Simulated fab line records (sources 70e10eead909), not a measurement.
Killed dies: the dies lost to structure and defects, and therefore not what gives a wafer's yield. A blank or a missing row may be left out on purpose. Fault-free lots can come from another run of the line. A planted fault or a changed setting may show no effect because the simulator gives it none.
fab line records	flow nand-harc
record: lots: 24	wafers: 72	last-day: 33
route steps=1302 shown A_BLC@1117 A_M0@1159 A_M1@1181
lots with no fault: from the same line, run without faults
start-h: start of the lot's first displayed wafer, in hours after the record's first day	wait-h: time in hours since the lot's previous step	" repeats the value in the row above	L1.1+2: a single row standing in for several wafers	- no value, or no start given	* or withheld: withheld	< > ~ a bound
route shown NAME@n: names a module that has steps shown in the file, with the first one's number in the route	usual: the fault-free wafers' mean and standard deviation	same: alike in all rows	chamber/n: place in a boat	sites: readings site by site	_std_site: the standard deviation of these	_edge_site: inner sites' mean taken away from outer sites' mean	radius-mm: how far each site lies from the wafer's centre	mask NAME#n: copy n	behind: the last tool/chamber to shape the wafer	hold: the reason the lot was held/the length of the hold in hours/how it ended	device: names the non-switching transistor (n, p or np)	end of line: the route-end tests of the same wafers	a step with no rows: only its recipe	killed: not the wafer's yield, but the dies lost to structure and defects at the first sort	map: the dies of a wafer, with x for killed, . for not killed, _ for no die there
set.NAME: the setting as run; set.NAME@STEP: as run at that earlier step	model.NAME: the simulator's own value behind a step, which no gauge read
one table for each step of the route and one row for each wafer, over a sample of lots
services: when a tool's chamber went out of use (start-h, in hours from the record's first day, below 0 if earlier), for how many hours, and the reason
== steps ==
step: NHARC_A_BLC_CD_MEAS_10
recipe: target-cd-nm: 100	landing-energy-ev: 500
usual: cd-nm: 99.8/0.5
lot.wafer	tool	chamber	start-h	wait-h	cd-nm
L074.1	cd-sem-03	0	526.62	-	99.7
L074.2	"	0	"	"	100.3
L074.3	"	0	"	"	100.7
L075.1	cd-sem-03	0	527.76	-	99.8
L075.3	"	0	"	"	99.9
L075.5	"	0	"	"	99.2
L076.1	cd-sem-03	0	535.69	-	100.1
L076.4	"	0	"	"	100.8
L076.5	"	0	"	"	99.8
L078.1	cd-sem-03	0	553.15	-	99.5
L078.2	"	0	"	"	100.3
L078.3	"	0	"	"	100.2
L077.2	cd-sem-02	0	554.20	-	99.4
L077.4	"	0	"	"	99.8
L077.6	"	0	"	"	100.0
L079.1	cd-sem-02	0	571.23	-	99.5
L079.2	"	0	"	"	99.8
L079.3	"	0	"	"	99.5
L080.1	cd-sem-02	0	576.84	-	99.8
L080.2	"	0	"	"	100.1
L080.6	"	0	"	"	99.5
L081.1	cd-sem-03	0	581.02	-	99.2
L081.3	"	0	"	"	99.2
L081.5	"	0	"	"	99.3
L083.1	cd-sem-01	0	597.92	-	99.9
L083.2	"	0	"	"	100.1
L083.6	"	0	"	"	100.4
L082.1	cd-sem-03	0	600.17	-	100.6
L082.2	"	0	"	"	99.2
L082.3	"	0	"	"	99.1
L085.1	cd-sem-03	0	619.93	-	100.3
L085.4	"	0	"	"	99.1
L085.5	"	0	"	"	100.2
L084.2	cd-sem-03	0	623.73	-	99.4
L084.3	"	0	"	"	100.5
L084.6	"	0	"	"	99.9
L086.1	cd-sem-02	0	634.82	-	99.5
L086.2	"	0	"	"	99.5
L086.5	"	0	"	"	99.4
L087.1	cd-sem-02	0	650.29	-	101.0
L087.2	"	0	"	"	99.1
L087.4	"	0	"	"	99.5
L089.1	cd-sem-02	0	672.54	-	98.8
L089.2	"	0	"	"	99.6
L089.6	"	0	"	"	99.0
L088.2	cd-sem-03	0	673.41	-	99.4
L088.4	"	0	"	"	99.4
L088.5	"	0	"	"	99.8
L090.1	cd-sem-03	0	689.64	-	100.0
L090.3	"	0	"	"	99.3
L090.6	"	0	"	"	100.0
L091.2	cd-sem-03	0	691.03	-	99.0
L091.3	"	0	"	"	100.0
L091.4	"	0	"	"	99.8
L092.2	cd-sem-02	0	714.32	-	99.8
L092.3	"	0	"	"	100.2
L092.4	"	0	"	"	100.1
L093.1	cd-sem-01	0	714.59	-	99.7
L093.3	"	0	"	"	99.5
L093.4	"	0	"	"	99.3
L095.1	cd-sem-01	0	727.36	-	101.1
L095.2	"	0	"	"	100.4
L095.5	"	0	"	"	101.1
L096.1	cd-sem-02	0	728.32	-	100.6
L096.2	"	0	"	"	100.4
L096.5	"	0	"	"	101.0
L094.1	cd-sem-02	0	735.95	-	99.9
L094.3	"	0	"	"	99.2
L094.6	"	0	"	"	99.8
L097.2	cd-sem-02	0	739.86	-	100.0
L097.3	"	0	"	"	100.0
L097.4	"	0	"	"	99.6
step: NHARC_A_BLC_CVD_24
recipe: target-thk-a: 1500	temp-c: 300	pressure-torr: 40	wf6-flow-sccm: 40	h2-flow-sccm: 1600	ar-flow-sccm: 1560	time-s: 434	material: W
usual: heater-power-w: 502/33	mfc-h2-sccm: 1600/4.9	throttle-valve-pct: 7.98/0.17
lot.wafer	tool	chamber	start-h	wait-h	heater-power-w	mfc-h2-sccm	throttle-valve-pct
L074.2	cvd-w-02	1	-	-	508	1606	7.55
L074.1	"	0	"	"	567	1601	7.75
L074.3	"	0	"	"	547	1604	8.15
L075.1	cvd-w-02	1	-	-	494	1594	8.16
L075.3	"	0	"	"	569	1594	7.69
L075.5	"	1	"	"	500	1598	7.74
L076.1	cvd-w-02	1	538.00	-	512	1606	8.03
L076.4	"	0	"	"	551	1604	7.98
L076.5	"	1	"	"	498	1601	8.10
L078.2	cvd-w-02	1	-	-	507	1598	7.86
L078.1	"	0	"	"	552	1605	7.92
L078.3	"	1	"	"	484	1596	7.88
L077.2	cvd-w-02	1	-	-	501	1606	7.72
L077.4	"	0	"	"	558	1604	7.93
L077.6	"	0	"	"	553	1604	8.10
L079.2	cvd-w-01	1	-	-	455	1598	8.18
L079.1	"	0	"	"	475	1598	8.07
L079.3	"	1	"	"	460	1592	7.89
L080.2	cvd-w-02	1	-	-	504	1601	8.10
L080.1	"	0	"	"	553	1596	7.88
L080.6	"	0	"	"	563	1601	8.03
L081.1	cvd-w-01	1	-	-	458	1593	7.71
L081.3	"	1	"	"	464	1593	7.89
L081.5	"	0	"	"	480	1609	8.02
L083.2	cvd-w-02	1	-	-	505	1603	8.16
L083.1	"	0	"	"	539	1597	7.68
L083.6	"	0	"	"	563	1599	8.12
L082.2	cvd-w-01	1	-	-	446	1593	7.84
L082.1	"	0	"	"	480	1600	8.05
L082.3	"	1	"	"	463	1599	7.62
L085.1	cvd-w-01	1	-	-	460	1597	8.12
L085.4	"	1	"	"	447	1598	7.75
L085.5	"	0	"	"	475	1602	8.08
L084.2	cvd-w-02	0	-	-	554	1604	7.96
L084.3	"	1	"	"	505	1595	8.12
L084.6	"	0	"	"	564	1594	7.82
L086.2	cvd-w-02	0	-	-	554	1598	7.94
L086.1	"	1	"	"	492	1603	8.49
L086.5	"	0	"	"	560	1598	7.93
L087.2	cvd-w-01	0	-	-	490	1592	7.87
L087.1	"	1	"	"	456	1602	8.02
L087.4	"	1	"	"	459	1604	8.04
L089.1	cvd-w-01	0	-	-	482	1601	8.12
L089.2	"	1	"	"	471	1602	8.23
L089.6	"	0	"	"	492	1594	8.05
L088.2	cvd-w-02	0	-	-	566	1597	8.09
L088.4	"	0	"	"	553	1591	7.91
L088.5	"	1	"	"	500	1589	8.19
L090.1	cvd-w-01	0	-	-	488	1600	8.06
L090.3	"	1	"	"	457	1609	8.17
L090.6	"	1	"	"	456	1606	7.98
L091.2	cvd-w-02	0	-	-	527	1605	7.98
L091.4	"	1	"	"	480	1611	8.09
L091.3	"	0	"	"	511	1600	7.72
L092.2	cvd-w-01	1	-	-	460	1596	7.86
L092.4	"	1	"	"	464	1598	7.76
L092.3	"	0	"	"	482	1603	8.11
L093.1	cvd-w-01	0	-	-	492	1595	8.22
L093.3	"	0	"	"	490	1593	7.78
L093.4	"	1	"	"	466	1602	8.07
L095.1	cvd-w-02	1	-	-	496	1594	7.83
L095.2	"	0	"	"	515	1592	7.70
L095.5	"	1	"	"	485	1592	7.66
L096.1	cvd-w-02	0	-	-	517	1606	8.08
L096.2	"	1	"	"	478	1605	7.74
L096.5	"	1	"	"	502	1605	7.92
L094.1	cvd-w-02	0	-	-	529	1599	7.80
L094.3	"	0	"	"	523	1599	8.19
L094.6	"	1	"	"	481	1605	7.70
L097.2	cvd-w-02	0	-	-	522	1602	8.28
L097.4	"	1	"	"	499	1601	7.87
L097.3	"	0	"	"	514	1594	8.14
step: NHARC_A_M0_PVD_21
recipe: target-thk-a: 300	chamber-pressure-pa: 5	power-w: 5000	substrate-temp-c: 30	time-s: 20.49	material: Cu
usual: throttle-valve-pct: 30.3/1.1
lot.wafer	tool	chamber	start-h	wait-h	throttle-valve-pct
L074.1	pvd-sputter-01	-	-	-	28.8
L074.3	"	-	"	"	30.2
L074.2	"	-	"	"	28.2
L075.1	pvd-sputter-02	-	-	-	29.8
L075.3	"	-	"	"	32.2
L075.5	"	-	"	"	30.3
L076.4	pvd-sputter-01	-	-	-	31.5
L076.1	"	-	"	"	28.2
L076.5	"	-	"	"	31.7
L078.3	pvd-sputter-02	-	-	-	31.7
L078.2	"	-	"	"	29.8
L078.1	"	-	"	"	30.5
L077.4	pvd-sputter-01	-	-	-	28.6
L077.2	"	-	"	"	29.1
L077.6	"	-	"	"	30.0
L079.1	pvd-sputter-02	-	-	-	30.4
L079.2	"	-	"	"	32.2
L079.3	"	-	"	"	29.7
L080.2	pvd-sputter-02	-	582.26	-	29.9
L080.1	"	-	"	"	32.0
L080.6	"	-	"	"	29.9
L081.1	pvd-sputter-02	-	-	-	31.8
L081.3	"	-	"	"	32.1
L081.5	"	-	"	"	29.8
L083.1	pvd-sputter-02	-	-	-	29.8
L083.2	"	-	"	"	31.9
L083.6	"	-	"	"	32.1
L082.2	pvd-sputter-03	-	-	-	30.3
L082.3	"	-	"	"	30.7
L082.1	"	-	"	"	29.4
L085.1	pvd-sputter-02	-	-	-	31.8
L085.4	"	-	"	"	32.0
L085.5	"	-	"	"	32.1
L084.2	pvd-sputter-01	-	-	-	30.7
L084.3	"	-	"	"	30.3
L084.6	"	-	"	"	29.3
L086.1	pvd-sputter-03	-	-	-	29.9
L086.2	"	-	"	"	29.8
L086.5	"	-	"	"	30.5
L087.4	pvd-sputter-03	-	-	-	29.5
L087.2	"	-	"	"	30.9
L087.1	"	-	"	"	29.7
L089.1	pvd-sputter-02	-	-	-	32.5
L089.2	"	-	"	"	29.6
L089.6	"	-	"	"	32.5
L088.4	pvd-sputter-03	-	-	-	30.0
L088.2	"	-	"	"	29.6
L088.5	"	-	"	"	29.9
L090.1	pvd-sputter-01	-	-	-	29.0
L090.3	"	-	"	"	30.4
L090.6	"	-	"	"	30.6
L091.3	pvd-sputter-03	-	-	-	29.5
L091.4	"	-	"	"	30.5
L091.2	"	-	"	"	30.7
L092.3	pvd-sputter-01	-	-	-	28.7
L092.4	"	-	"	"	30.5
L092.2	"	-	"	"	30.1
L093.4	pvd-sputter-03	-	-	-	29.6
L093.1	"	-	"	"	30.8
L093.3	"	-	"	"	30.8
L095.1	pvd-sputter-03	-	-	-	29.6
L095.2	"	-	"	"	30.3
L095.5	"	-	"	"	29.3
L096.1	pvd-sputter-01	-	-	-	30.6
L096.2	"	-	"	"	30.0
L096.5	"	-	"	"	30.2
L094.3	pvd-sputter-02	-	-	-	31.8
L094.1	"	-	"	"	29.5
L094.6	"	-	"	"	29.5
L097.4	pvd-sputter-01	-	-	-	30.1
L097.3	"	-	"	"	28.6
L097.2	"	-	"	"	30.9
step: NHARC_A_M0_CMP_23
recipe: t-overpolish-s: 20	target-thk-nm: 113.75
usual: motor-current-A: 12.3/1.1	time-to-endpoint-s: 29.6/1.9
lot.wafer	tool	chamber	start-h	wait-h	motor-current-A	time-to-endpoint-s
L074.2	cmp-01	2	532.94	-	12.9	29.6
L074.1	"	3	"	"	10.5	31.1
L074.3	"	1	"	"	11.9	32.1
L075.3	cmp-02	0	533.97	-	11.0	27.9
L075.1	"	1	"	"	10.8	26.6
L075.5	"	0	"	"	10.6	29.0
L076.4	cmp-04	0	542.39	-	13.9	29.1
L076.1	"	3	"	"	11.8	29.5
L076.5	"	1	"	"	12.4	27.7
L078.2	cmp-02	2	559.56	-	13.9	31.5
L078.1	"	3	"	"	13.2	27.3
L078.3	"	1	"	"	11.4	29.8
L077.4	cmp-01	0	560.56	-	11.7	29.9
L077.2	"	1	"	"	12.1	31.9
L077.6	"	3	"	"	11.0	31.2
L079.1	cmp-04	1	577.55	-	12.8	27.5
L079.3	"	2	"	"	12.0	29.2
L079.2	"	3	"	"	12.4	30.4
L080.2	cmp-04	1	583.12	-	13.0	29.3
L080.1	"	0	"	"	13.2	29.3
L080.6	"	1	"	"	12.6	29.4
L081.1	cmp-01	1	587.65	-	11.5	30.0
L081.3	"	2	"	"	13.3	25.8
L081.5	"	0	"	"	12.0	29.8
L083.1	cmp-01	2	604.13	-	13.1	29.2
L083.2	"	0	"	"	12.5	26.6
L083.6	"	2	"	"	14.2	27.9
L082.3	cmp-04	3	606.51	-	11.4	32.0
L082.2	"	0	"	"	12.6	30.4
L082.1	"	2	"	"	11.9	29.4
L085.4	cmp-01	0	626.05	-	13.0	28.0
L085.1	"	1	"	"	11.9	25.3
L085.5	"	0	"	"	12.6	27.9
L084.2	cmp-02	2	629.90	-	14.2	29.2
L084.3	"	3	"	"	13.0	29.1
L084.6	"	3	"	"	12.7	30.2
L086.2	cmp-02	1	641.12	-	11.4	28.5
L086.1	"	2	"	"	13.6	29.4
L086.5	"	0	"	"	10.5	31.8
L087.2	cmp-01	0	656.51	-	12.1	30.4
L087.4	"	2	"	"	13.4	28.3
L087.1	"	3	"	"	10.4	26.6
L089.1	cmp-04	0	678.69	-	13.8	31.3
L089.2	"	2	"	"	10.6	33.4
L089.6	"	3	"	"	12.5	31.6
L088.2	cmp-01	2	679.66	-	13.3	29.9
L088.4	"	3	"	"	10.8	30.8
L088.5	"	3	"	"	10.8	30.2
L090.3	cmp-02	3	695.79	-	13.0	30.3
L090.1	"	0	"	"	10.4	29.0
L090.6	"	1	"	"	10.7	27.2
L091.3	cmp-04	2	697.26	-	12.7	33.1
L091.2	"	0	"	"	14.1	30.5
L091.4	"	1	"	"	12.0	30.8
L092.3	cmp-02	3	720.60	-	12.7	29.3
L092.2	"	0	"	"	11.2	30.8
L092.4	"	2	"	"	13.7	28.1
L093.1	cmp-01	3	721.09	-	10.6	27.6
L093.3	"	0	"	"	12.9	28.8
L093.4	"	1	"	"	11.3	27.5
L095.2	cmp-04	0	733.52	-	13.6	31.7
L095.1	"	1	"	"	12.3	30.2
L095.5	"	3	"	"	12.1	33.2
L096.1	cmp-01	0	734.64	-	12.8	31.4
L096.2	"	3	"	"	11.1	30.2
L096.5	"	1	"	"	12.6	29.8
L094.1	cmp-01	2	742.83	-	13.5	26.0
L094.3	"	3	"	"	11.0	29.5
L094.6	"	3	"	"	10.5	30.8
L097.4	cmp-04	0	746.29	-	13.4	29.7
L097.3	"	1	"	"	13.2	28.7
L097.2	"	3	"	"	11.4	30.0
step: NHARC_A_M1_INSPECT_11
usual: raw-defect-count: 87/38
lot.wafer	tool	chamber	start-h	wait-h	raw-defect-count
L074.1	defect-inspect-01	-	534.81	0.0	139
L074.2	"	-	"	"	136
L074.3	"	-	"	"	154
L075.1	defect-inspect-02	-	535.84	0.0	83
L075.3	"	-	"	"	86
L075.5	"	-	"	"	78
L076.1	defect-inspect-01	-	544.25	0.0	67
L076.4	"	-	"	"	81
L076.5	"	-	"	"	54
L078.1	defect-inspect-01	-	561.69	0.0	83
L078.2	"	-	"	"	71
L078.3	"	-	"	"	61
L077.2	defect-inspect-01	-	562.62	0.0	91
L077.4	"	-	"	"	106
L077.6	"	-	"	"	95
L079.1	defect-inspect-01	-	579.51	0.0	114
L079.2	"	-	"	"	109
L079.3	"	-	"	"	112
L080.1	defect-inspect-01	-	585.14	0.0	24
L080.2	"	-	"	"	30
L080.6	"	-	"	"	30
L081.1	defect-inspect-01	-	589.63	0.0	157
L081.3	"	-	"	"	162
L081.5	"	-	"	"	162
L083.1	defect-inspect-01	-	606.12	0.0	26
L083.2	"	-	"	"	36
L083.6	"	-	"	"	39
L082.1	defect-inspect-02	-	608.60	0.0	171
L082.2	"	-	"	"	163
L082.3	"	-	"	"	175
L085.1	defect-inspect-02	-	627.85	0.0	47
L085.4	"	-	"	"	45
L085.5	"	-	"	"	52
L084.2	defect-inspect-02	-	631.75	0.0	23
L084.3	"	-	"	"	26
L084.6	"	-	"	"	18
L086.1	defect-inspect-02	-	643.09	0.0	110
L086.2	"	-	"	"	105
L086.5	"	-	"	"	101
L087.1	defect-inspect-01	-	658.49	0.0	68
L087.2	"	-	"	"	80
L087.4	"	-	"	"	80
L089.1	defect-inspect-02	-	680.54	0.0	92
L089.2	"	-	"	"	71
L089.6	"	-	"	"	75
L088.2	defect-inspect-01	-	681.51	0.0	97
L088.4	"	-	"	"	84
L088.5	"	-	"	"	103
L090.1	defect-inspect-02	-	697.81	0.0	133
L090.3	"	-	"	"	126
L090.6	"	-	"	"	94
L091.2	defect-inspect-02	-	699.24	0.0	59
L091.3	"	-	"	"	67
L091.4	"	-	"	"	70
L092.2	defect-inspect-02	-	722.61	0.0	117
L092.3	"	-	"	"	99
L092.4	"	-	"	"	139
L093.1	defect-inspect-01	-	723.06	0.0	78
L093.3	"	-	"	"	66
L093.4	"	-	"	"	63
L095.1	defect-inspect-01	-	735.34	0.0	85
L095.2	"	-	"	"	70
L095.5	"	-	"	"	75
L096.1	defect-inspect-01	-	736.69	0.0	111
L096.2	"	-	"	"	110
L096.5	"	-	"	"	121
L094.1	defect-inspect-02	-	744.81	0.0	86
L094.3	"	-	"	"	88
L094.6	"	-	"	"	107
L097.2	defect-inspect-01	-	748.29	0.0	27
L097.3	"	-	"	"	43
L097.4	"	-	"	"	42
step: NHARC_A_M1_PRE_CLEAN_32
recipe: time-s: 12	temp-c: 370	rf-power-w: 300	gas: NH3
usual: heater-power-w: 633/60
lot.wafer	tool	chamber	start-h	wait-h	heater-power-w
L074.3	pecvd-03	1	537.62	0.1	716
L074.2	"	2	"	"	585
L074.1	"	0	"	"	699
L075.1	pecvd-01	2	538.63	0.1	536
L075.3	"	0	"	"	693
L075.5	"	2	"	"	534
L076.1	pecvd-04	0	547.04	0.1	682
L076.5	"	2	"	"	565
L076.4	"	0	"	"	670
L078.3	pecvd-01	0	564.40	0.1	717
L078.1	"	1	"	"	571
L078.2	"	2	"	"	546
L077.2	pecvd-01	0	565.34	0.1	745
L077.6	"	2	"	"	555
L077.4	"	0	"	"	758
L079.1	pecvd-03	2	582.31	0.1	668
L079.2	"	0	"	"	633
L079.3	"	1	"	"	587
L080.1	pecvd-03	0	587.88	0.1	675
L080.2	"	1	"	"	695
L080.6	"	1	"	"	699
L081.1	pecvd-01	1	592.33	0.1	623
L081.3	"	0	"	"	749
L081.5	"	2	"	"	571
L083.1	pecvd-01	0	608.84	0.1	738
L083.2	"	1	"	"	622
L083.6	"	0	"	"	747
L082.2	pecvd-01	2	611.30	0.1	550
L082.3	"	0	"	"	751
L082.1	"	1	"	"	649
L085.1	pecvd-04	0	630.79	0.1	585
L085.4	"	0	"	"	573
L085.5	"	1	"	"	719
L084.2	pecvd-03	0	634.47	0.1	584
L084.3	"	1	"	"	641
L084.6	"	2	"	"	592
L086.2	pecvd-01	1	645.81	0.1	594
L086.1	"	0	"	"	672
L086.5	"	0	"	"	661
L087.2	pecvd-03	0	661.21	0.1	596
L087.1	"	1	"	"	668
L087.4	"	1	"	"	669
L089.1	pecvd-03	2	683.30	0.1	643
L089.2	"	0	"	"	653
L089.6	"	2	"	"	645
L088.2	pecvd-03	0	684.24	0.1	612
L088.4	"	2	"	"	603
L088.5	"	0	"	"	622
L090.3	pecvd-04	0	700.60	0.1	702
L090.1	"	1	"	"	664
L090.6	"	1	"	"	678
L091.2	pecvd-01	0	701.94	0.1	670
L091.3	"	2	"	"	533
L091.4	"	0	"	"	675
L092.3	pecvd-04	0	725.33	0.1	673
L092.2	"	1	"	"	684
L092.4	"	1	"	"	703
L093.1	pecvd-03	0	725.95	0.1	580
L093.3	"	1	"	"	627
L093.4	"	0	"	"	569
L095.2	pecvd-04	1	738.05	0.1	710
L095.1	"	2	"	"	613
L095.5	"	1	"	"	712
L096.1	pecvd-01	1	739.42	0.1	671
L096.2	"	2	"	"	506
L096.5	"	0	"	"	729
L094.1	pecvd-03	1	747.75	0.1	685
L094.3	"	2	"	"	590
L094.6	"	2	"	"	583
L097.3	pecvd-04	0	751.08	0.1	668
L097.2	"	1	"	"	637
L097.4	"	2	"	"	596
== services ==
tool	chamber	start-h	hours	kind
cmp-01	-	518.41	1.0	repair
pecvd-03	-	538.63	3.2	repair
cvd-w-01	-	547.00	13.0	pm
pecvd-03	-	547.25	13.0	pm
cmp-01	-	577.50	4.0	pm
cvd-w-02	0	582.92	3.8	repair
cmp-01	-	590.99	0.8	repair
pecvd-01	2	596.44	11.5	repair
pvd-sputter-01	-	598.10	3.7	repair
cmp-04	-	601.10	4.0	pm
pvd-sputter-02	-	638.02	10.0	pm
pecvd-01	-	673.06	13.0	pm
cmp-01	-	675.50	4.0	pm
cmp-04	-	679.78	0.2	repair
cvd-w-02	-	680.08	13.0	pm
pecvd-01	-	694.62	0.5	repair
pvd-sputter-02	-	695.63	11.6	repair
cvd-w-01	-	695.99	1.6	repair
pecvd-01	-	701.00	0.8	repair
cvd-w-01	-	728.00	13.0	pm
pecvd-03	-	728.39	13.0	pm
cmp-01	-	736.13	0.3	repair
pvd-sputter-02	-	746.46	4.0	repair
cmp-01	-	748.56	0.2	repair
== key ==
fault none
